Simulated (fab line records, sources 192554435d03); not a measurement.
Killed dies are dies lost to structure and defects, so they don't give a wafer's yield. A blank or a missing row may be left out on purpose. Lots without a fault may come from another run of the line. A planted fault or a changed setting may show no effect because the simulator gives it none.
Chamber matching | flow n5_finfet | N5_MOL_CONTACT_COAG_ALD_131 on ald_sin-01: 4 sister chambers
The step deposits SiO2, target thk 5 nm, pulse time 1 s, co reactant pulse time 1 s. 8 wafers are shown with their chamber, then 10 later ones without.

WAFERS WITH THEIR CHAMBER
wafer  | chamber | heater_power_w (W) | precursor_pulse_height_rel
L082.6 | 0       | 88                 | 1.000
L084.1 | 2       | 73                 | 0.996
L084.3 | 1       | 83                 | 1.009
L085.3 | 1       | 84                 | 1.016
L085.4 | 2       | 75                 | 1.003
L085.5 | 0       | 91                 | 1.028
L087.3 | 3       | 71                 | 0.989
L087.5 | 3       | 71                 | 1.024

WAFERS WITHOUT THEIR CHAMBER
wafer  | heater_power_w (W) | precursor_pulse_height_rel
L087.6 | 72                 | 1.010
L088.1 | 76                 | 1.014
L088.3 | 71                 | 1.008
L088.4 | 91                 | 1.025
L089.1 | 75                 | 1.008
L089.3 | 90                 | 1.013
L089.6 | 91                 | 1.012
L092.1 | 81                 | 0.980
L092.2 | 75                 | 0.981
L092.3 | 71                 | 1.029

WHICH CHAMBER EACH WENT THROUGH
wafer  | from the rows above     | in truth
L087.6 | can't be placed: 3 or 2 | 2
L088.1 | 2                       | 2
L088.3 | 3                       | 3
L088.4 | 0                       | 0
L089.1 | 2                       | 2
L089.3 | 0                       | 0
L089.6 | 0                       | 0
L092.1 | 1                       | 1
L092.2 | 2                       | 2
L092.3 | can't be placed: 3 or 2 | 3
Placed correctly: 8 of 10. Can't be placed from these rows: 2 (the true chamber is among the candidates in 2). Placed wrongly: 0.
How it was worked out, from the rows above alone: a wafer's distance from a chamber is the root of the sum, over the readings, of the square of ((its reading less the chamber's mean) divided by the reading's scatter). The wafer belongs to the nearest chamber; if the next one is less than 2 further off, it can't be placed. A chamber's mean is the mean of its shown wafers. The scatter: the root of (the sum of the squares of (reading less its chamber's mean) over the shown wafers, divided by (wafers less chambers)).
